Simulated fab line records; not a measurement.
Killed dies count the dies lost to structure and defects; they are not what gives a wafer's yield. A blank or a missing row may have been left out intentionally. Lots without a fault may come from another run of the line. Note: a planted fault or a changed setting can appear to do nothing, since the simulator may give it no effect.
Code-filled problem report in 8D (eight disciplines) form / flow n5-finfet / the parts of the form that need people (team, actions taken, sign-off) are left out

## 1. WHAT IS WRONG
Mean M4_THK at N5_BEOL_M4_THK_MEAS_53: 151.3 nm over 3 wafers in 3 lots; fault-free wafers: 40.5 nm, standard deviation 1.7. Relative to the usual mean, that is a shift of +65 standard deviations.
The step: measures by xrf.
First observed at day 11 15:14: wafer L691.5, on film-metro-01. The record has a number at this step for 27 wafers belonging to 10 lots. By rule, "out" or "out of limits" means more than 4 standard deviations away from the usual mean. The rest of the wafers with a number are treated as sound.

## 2. WHAT IT IS AND WHAT IT IS NOT
question=which readings at this step | is=M4_THK | is not=-
question=which lots | is=L691, L693, L696 | is not=L683, L684, L686, L687, L688, L694, L695
question=which wafers of those lots | is=L691.5, L693.5, L696.5 | is not=L691.1, L693.1, L693.4, L696.2
question=read on which gauges | is=film-metro-01, film-metro-02 | is not=-
question=when | is=from day 11 15:14 | is not=up to then (15 sound wafers); but 9 sound wafers of L693, L694, L695, L696 came after

## 3. THE SUSPECTS, EACH WITH WHAT RULES IT OUT
Counting: any tool at a process step up to the reading remains a suspect provided it ran every lot that is out. Sound lots after the first of them don't rule it out here, since some wafers of a struck lot are sound.
- ruled out: the gauge at N5_BEOL_M4_THK_MEAS_53. 2 gauges (film-metro-01, film-metro-02) read the wafers that are out.
- cmp-04 at N5_BEOL_M4_CMP_52 (polishes, stops on SiOC, t overpolish 6.8 s, target thk 40 nm): kept. Every lot that is out went through it, the first being L691 (day 11 14:59); the last sound lot it ran before that was L687 (day 10 16:57). Out on those wafers are its own readings of barrier-field-endpoint-s, overpolish-run-s, time-to-endpoint-s.
After counting, what remains is cmp-04 at N5_BEOL_M4_CMP_52.

## 4. THE CAUSE (what the simulator had put in)
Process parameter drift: cmp-04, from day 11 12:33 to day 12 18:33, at N5_BEOL_M4_CMP_52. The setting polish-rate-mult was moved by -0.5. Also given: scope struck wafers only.
Counting left only this tool.

## 5. THE CHAIN OF EFFECTS, in route order
Each row: a reading where the mean over the struck wafers with a number is more than 3 standard deviations away from the usual. Only readings for which the record gives a usual standard deviation are gone through. hours: the time from each lot's start at the first step in this table that gives one to its start at this step, as a median over the lots. sigmas: the change in usual standard deviations.
hours=0; step=N5_BEOL_M4_CMP_52; reading=barrier-field-endpoint-s; usual=24.7 s; on struck wafers=41.3; change=+16.6; sigmas=+22
hours=0; step=N5_BEOL_M4_CMP_52; reading=overpolish-run-s; usual=6.800 s; on struck wafers=0.043; change=-6.757; sigmas=-99 or more
hours=0; step=N5_BEOL_M4_CMP_52; reading=time-to-endpoint-s; usual=62 s; on struck wafers=81; change=+19; sigmas=+5.0
hours=0; step=N5_BEOL_M4_THK_MEAS_53; reading=M4_THK; usual=40.5 nm; on struck wafers=151.3; change=+110.8; sigmas=+65
hours=1; step=N5_BEOL_M4_INSPECT_59; reading=raw-defect-count; usual=79; on struck wafers=5050; change=+4971; sigmas=+99 or more
hours=107; step=N5_PASSIVATION_PROBE_49; reading=defect-limited-yield; usual=91.0 %; on struck wafers=0.0; change=-91.0; sigmas=-61
hours=107; step=N5_PASSIVATION_PROBE_49; reading=killed_at_M4_up; usual=13; on struck wafers=1091; change=+1078; sigmas=+99 or more
hours=107; step=N5_PASSIVATION_PROBE_49; reading=killed-dies; usual=106; on struck wafers=1180; change=+1074; sigmas=+60
hours=107; step=N5_PASSIVATION_PROBE_49; reading=killed-on-rim; usual=14; on struck wafers=152; change=+138; sigmas=+29
hours=107; step=N5_PASSIVATION_PROBE_49; reading=sort-n-pass; usual=1074; on struck wafers=0; change=-1074; sigmas=-60
hours=107; step=N5_PASSIVATION_PROBE_49; reading=sort-yield-pct; usual=91.0 %; on struck wafers=0.0; change=-91.0; sigmas=-61
Here are the process steps it includes:
- N5_BEOL_M4_CMP_52: polishes, stops on SiOC, t overpolish 6.8 s, target thk 40 nm.
- N5_PASSIVATION_PROBE_49

## 6. HOW IT WOULD HAVE BEEN CAUGHT EARLIER
Counted from the fault's start at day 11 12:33, it took 3 hours until the first out-of-limits reading at a measuring or inspecting step in this record, taken at day 11 15:14.
The tool's own readings at N5_BEOL_M4_CMP_52 were out on every struck wafer that the step has a row for (barrier-field-endpoint-s, overpolish-run-s, time-to-endpoint-s): an alarm limit on them would have fired on the first of those.
Lots out: 3; of these, L693, L696 started N5_BEOL_M4_CMP_52 on cmp-04 after day 11 15:14. A hold on the tool at that time would have spared those 2.
